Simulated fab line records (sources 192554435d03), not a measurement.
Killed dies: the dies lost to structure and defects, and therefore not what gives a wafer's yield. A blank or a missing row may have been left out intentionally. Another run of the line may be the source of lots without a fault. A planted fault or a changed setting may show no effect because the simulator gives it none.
What tool caused it? | flow n5_finfet | 24 lots (72 wafers sampled), 1 step of a 1938-step route

## WHAT THE GAUGES READ, wafer by wafer
N5_BEOL_M11_THK_MEAS_01.
lot  | measured     | on            | M11_ILD_THK (nm)
L075 | day 9 08:56  | film_metro-02 | 263 265 265
L076 | day 9 11:40  | film_metro-02 | 262 271 274
L074 | day 9 14:59  | film_metro-02 | 261 271 270
L077 | day 10 02:23 | film_metro-02 | 262 270 270
L078 | day 10 09:14 | film_metro-01 | 257 267 271
L079 | day 10 17:14 | film_metro-02 | 265 270 270
L082 | day 13 14:58 | film_metro-02 | 267 266 269
L080 | day 13 18:51 | film_metro-01 | 265 264 268
L085 | day 13 19:20 | film_metro-01 | 272 266 275
L083 | day 13 19:52 | film_metro-02 | 266 262 269
L084 | day 14 01:19 | film_metro-02 | 264 269 273
L086 | day 14 01:46 | film_metro-01 | 264 265 271
L088 | day 14 05:16 | film_metro-01 | 265 266 268
L087 | day 14 09:13 | film_metro-01 | 265 271 270
L089 | day 14 11:16 | film_metro-02 | 267 270 263
L090 | day 14 11:49 | film_metro-01 | 266 271 271
L091 | day 14 17:43 | film_metro-01 | 263 266 270
L092 | day 14 19:56 | film_metro-01 | 269 275 276
L093 | day 15 05:21 | film_metro-01 | 261 267 264
L094 | day 15 14:31 | film_metro-02 | 263 270 270
L095 | day 15 16:16 | film_metro-02 | 266 271 268
L096 | day 16 05:44 | film_metro-01 | 257 264 271
L081 | day 16 18:43 | film_metro-01 | 259 268 267
L097 | day 16 22:36 | film_metro-01 | 267 262 268

## TOOL THAT RAN EACH LOT (tool first, then ch and the chambers of the sampled wafers, then the start)
Record: no process step prior to these readings.

## WHAT THE TOOLS THEMSELVES READ (means of the sampled wafers that have a number; where no wafer has one, the mark that the record gives instead)
The record holds no such reading with a usual standard deviation.

## THE ANSWER, worked out from the rows above alone
Rule: the lots themselves supply what counts as usual. Put in order of their means at a reading, lots are off if they are a third of the lots or fewer, leave a main group of 4 or more, and stand apart from it by a gap of 3 or more times the standard deviation of the main group's means; of several such gaps the widest counts. The tables above print the reading to a certain number of digits; a main group whose means all agree to those digits is not used. A lot without any number at a reading at which 4 lots or more have one is off too. Any other lot the step has rows for is counted as sound. First the gauges in route order, then the tools' own readings, where a lot's mean is used as printed above. The first step at which some lot is off is used, and at that step the reading that is off furthest; a lot without a number counts as furthest.
None of the lots is off at any reading shown; this tells nothing.

## WHAT THE SIMULATOR HAD PUT IN
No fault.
